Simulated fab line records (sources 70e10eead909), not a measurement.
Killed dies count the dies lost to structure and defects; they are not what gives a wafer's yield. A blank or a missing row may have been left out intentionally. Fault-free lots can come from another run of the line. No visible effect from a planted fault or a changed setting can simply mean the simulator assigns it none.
Chamber matching + flow nand-harc + NHARC_A_STAIRCASE_CMP_472 on cmp-01: 4 sister chambers
The step polishes SiO2. 8 wafers are shown with their chamber, then 8 later ones without.

EACH WAFER AND ITS CHAMBER
| wafer  | chamber | motor-current-A (A) |
|--------|---------|---------------------|
| L084.1 | 1       | 12.0                |
| L090.5 | 3       | 12.7                |
| L088.5 | 0       | 13.0                |
| L088.6 | 3       | 12.6                |
| L091.1 | 1       | 12.4                |
| L091.4 | 2       | 12.0                |
| L091.5 | 0       | 13.6                |
| L093.2 | 2       | 11.0                |

WAFERS WITH NO CHAMBER GIVEN
| wafer  | motor-current-A (A) |
|--------|---------------------|
| L093.3 | 11.5                |
| L093.6 | 11.5                |
| L095.2 | 11.8                |
| L095.3 | 11.5                |
| L095.6 | 12.4                |
| L095.1 | 12.6                |
| L095.4 | 12.9                |
| L095.5 | 12.0                |

EACH ONE'S CHAMBER
| wafer  | from the rows above               | in truth |
|--------|-----------------------------------|----------|
| L093.3 | can't be placed: 2 or 1           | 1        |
| L093.6 | can't be placed: 2 or 1           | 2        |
| L095.2 | can't be placed: 2 or 1 or 3      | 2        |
| L095.3 | can't be placed: 2 or 1           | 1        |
| L095.6 | can't be placed: 1 or 3 or 0 or 2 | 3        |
| L095.1 | can't be placed: 3 or 1 or 0      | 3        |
| L095.4 | can't be placed: 3 or 0 or 1      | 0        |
| L095.5 | can't be placed: 1 or 2 or 3      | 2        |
Correctly placed: 0 of 8. Not placeable from these rows: 8 (in 8, the candidates include the true chamber). Placed wrongly: 0.
How it was worked out, from the rows above alone: a wafer's distance from a chamber is the root of the sum, over the readings, of the square of ((its reading less the chamber's mean) divided by the reading's scatter). The wafer belongs to the nearest chamber; if the next one is less than 2 further off, it can't be placed. For every chamber, the mean is computed from those of its wafers that are shown. The scatter: the root of (the sum of the squares of (reading less its chamber's mean) over the shown wafers, divided by (wafers less chambers)).
